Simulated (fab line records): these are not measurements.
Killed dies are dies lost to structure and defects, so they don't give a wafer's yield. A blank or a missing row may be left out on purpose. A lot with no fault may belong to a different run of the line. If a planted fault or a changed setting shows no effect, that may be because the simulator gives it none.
Chamber matching || flow n5_finfet || rie_diel-01 running N5_BEOL_M2_STRIP_36: 4 sister chambers
The step strips in N2/H2. 4 wafers are shown with their chamber, then 10 later ones without.

WAFERS, EACH WITH ITS CHAMBER
{"wafer": "L082.2", "chamber": 2, "drypump_motor_current_A (A)": 6.2}
{"wafer": "L086.5", "chamber": 3, "drypump_motor_current_A (A)": 5.1}
{"wafer": "L088.2", "chamber": 0, "drypump_motor_current_A (A)": 6.2}
{"wafer": "L088.3", "chamber": 1, "drypump_motor_current_A (A)": 6.0}

WAFERS MISSING THEIR CHAMBER
{"wafer": "L088.5", "drypump_motor_current_A (A)": 6.2}
{"wafer": "L091.2", "drypump_motor_current_A (A)": 5.1}
{"wafer": "L091.4", "drypump_motor_current_A (A)": 6.2}
{"wafer": "L091.6", "drypump_motor_current_A (A)": 5.9}
{"wafer": "L094.4", "drypump_motor_current_A (A)": 6.2}
{"wafer": "L094.5", "drypump_motor_current_A (A)": 6.2}
{"wafer": "L094.6", "drypump_motor_current_A (A)": 5.1}
{"wafer": "L097.1", "drypump_motor_current_A (A)": 6.2}
{"wafer": "L097.4", "drypump_motor_current_A (A)": 5.9}
{"wafer": "L097.5", "drypump_motor_current_A (A)": 6.2}

EACH ONE'S CHAMBER
{"wafer": "L088.5", "from the rows above": "can't be placed: 0 or 2", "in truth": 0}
{"wafer": "L091.2", "from the rows above": 3, "in truth": 3}
{"wafer": "L091.4", "from the rows above": "can't be placed: 0 or 2", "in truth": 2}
{"wafer": "L091.6", "from the rows above": 1, "in truth": 1}
{"wafer": "L094.4", "from the rows above": "can't be placed: 0 or 2", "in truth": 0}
{"wafer": "L094.5", "from the rows above": "can't be placed: 0 or 2", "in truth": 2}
{"wafer": "L094.6", "from the rows above": 3, "in truth": 3}
{"wafer": "L097.1", "from the rows above": "can't be placed: 0 or 2", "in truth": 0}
{"wafer": "L097.4", "from the rows above": 1, "in truth": 1}
{"wafer": "L097.5", "from the rows above": "can't be placed: 0 or 2", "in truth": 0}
Correct placement for 4 of the 10. Cannot be placed on the basis of these rows: 6; the candidates contain the true chamber in 6. Number placed wrongly: 0.
How it was worked out, from the rows above alone: a wafer's distance from a chamber is the root of the sum, over the readings, of the square of ((its reading less the chamber's mean) divided by the reading's scatter). If the next closest chamber is less than 2 further off than the closest, the wafer can't be placed; otherwise it belongs to the closest. For every chamber, the mean is computed from those of its wafers that are shown. The scatter: with one shown wafer a chamber, the root of the mean of the squares of how far each hidden wafer lies from its nearest shown one.
